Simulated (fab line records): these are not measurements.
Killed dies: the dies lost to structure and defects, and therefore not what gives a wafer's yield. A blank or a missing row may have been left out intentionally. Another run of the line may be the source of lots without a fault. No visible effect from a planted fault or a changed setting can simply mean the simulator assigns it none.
A struck lot beside a sound one -- flow n5 finfet -- 18 steps out of a route of 1938
Sound: the wafers L906.2, L906.4, L906.6. Struck: wafers L912.1, L912.3, L912.4. The cause comes at the end.
At each step with rows: each side's tool, then ch and its chambers, then its first start. Under that, the readings that differ: sound wafers -- struck wafers -- difference of the means -- sigmas: that difference in standard deviations of wafers without a fault.
alike: words and numbers the same on both sides, and readings whose means are apart by under 2 such deviations; not compared: readings that were withheld, readings missing a value for some wafer, numbers with overlapping values and no deviation given by the record, and bounds like >300 which may hide the same value.
The two part at a step that has a row with sigmas, a row that says differs or no value, or rows on one side only. Numbers that have no deviation but don't overlap get no sigmas and don't part them. A reading that every wafer of one side lacks parts them only if that side has two wafers or more.

first, 9 steps without rows for these wafers: N5_SD_EPI_N_COAT_33 (time 60 s, resist thk 35 nm); N5_SD_EPI_N_COAT_03 (resist thk 150 nm); N5_SD_EPI_N_EBR_05; N5_SD_EPI_N_SOFTBAKE_04 (time 60 s); N5_SD_EPI_N_EXPOSE_06 (exposes mask SD N BLK, target cd 120 nm); N5_SD_EPI_N_PEB_07 (peb time 60 s); N5_SD_EPI_N_DEVELOP_08 (develop time 30 s); N5_SD_EPI_N_DESCUM_14 (chemistry O2, time 7.9 s); N5_SD_EPI_N_ETCH_34 (etches SiARC in CF4, target depth 45.5 nm, time 75.8 s).
N5_SD_EPI_N_ETCH_35: etches SOC in N2/H2, overetch 108 nm, time 486 s.
  sound on rie diel-05 ch 0,2,3, day 5 21:29; struck on rie diel-05 ch 0,1,2, day 7 07:56
reading,sound,struck,difference,sigmas
model.SD_EPI_N.cd nm (nm),120 118.8 119.4,115.4 116.6 116.2,-3.3,
model.SiARC_of_SD_EPI_N_COAT_33.thk nm (nm),19.2 19.8 19.4,24.6 24.4 24.6,+5.1,
  alike: bias w, drypump motor current A, oes product au, rf vpp V, showerhead plenum p Torr, throttle valve pct
  not compared: rf hours counter h
then, 1 step without rows for these wafers: N5_SD_EPI_N_STRIP_36 (strips in N2/H2).
N5_SD_EPI_N_ETCHBACK_44: etches SiNx in CH3F/O2, stops on SiO2, target depth 14.5 nm.
  sound on rie diel-05 ch 0,2,3, day 5 21:48; struck on rie diel-05 ch 0,1,2, day 7 08:16
reading,sound,struck,difference,sigmas
oes product au (a.u.),0.76 0.77 0.81,0.33 0.33 0.35,-0.44,-6
  alike: bias w, drypump motor current A, rf vpp V, showerhead plenum p Torr, throttle valve pct
  not compared: rf hours counter h
then, 1 step without rows for these wafers: N5_SD_EPI_N_ETCH_45 (etches SiOCN in CH3F/O2, target depth 6 nm).
N5_SD_EPI_N_ETCH_16: etches SiO2 in CHF3/O2, target depth 5 nm.
  sound on rie diel-05 ch 0,2,3, day 5 22:00; struck on rie diel-05 ch 0,1,2, day 7 08:28
reading,sound,struck,difference,sigmas
model.SiARC_of_SD_EPI_N_COAT_33.thk nm (nm),11.8 12.4 12,17.4 16.8 17,+5.0,
  alike: bias w, drypump motor current A, oes product au, rf vpp V, showerhead plenum p Torr, throttle valve pct
  not compared: rf hours counter h
then, 1 step without rows for these wafers: N5_SD_EPI_N_STRIP_47 (strips in CHF3/O2).
N5_SD_EPI_N_SD_RECESS_17: chemistry HBr/Cl2/O2, target depth 41 nm, time 23.7 s, bt time 3 s.
  sound on rie si-05 ch 0,1, day 5 22:04; struck on rie si-05 ch 0,1,2, day 7 08:32
reading,sound,struck,difference,sigmas
model.SD_EPI_N.cd nm (nm),120 119 119.6,115.6 116.8 116.2,-3.3,
  alike: bias w, drypump motor current A, oes product au, throttle valve pct
  not compared: rf hours counter h
then, 1 step without rows for these wafers: N5_SD_EPI_N_STRIP_38 (strips in N2/H2).
N5_PASSIVATION_PROBE_49:
  the record holds rows for the sound wafers here (prober-02, day 15 02:38) but none for the struck ones

## WHERE THEY PART
At N5_SD_EPI_N_ETCHBACK_44 first; at N5_PASSIVATION_PROBE_49 last (within this record only).

WHY: whatever the simulator had introduced
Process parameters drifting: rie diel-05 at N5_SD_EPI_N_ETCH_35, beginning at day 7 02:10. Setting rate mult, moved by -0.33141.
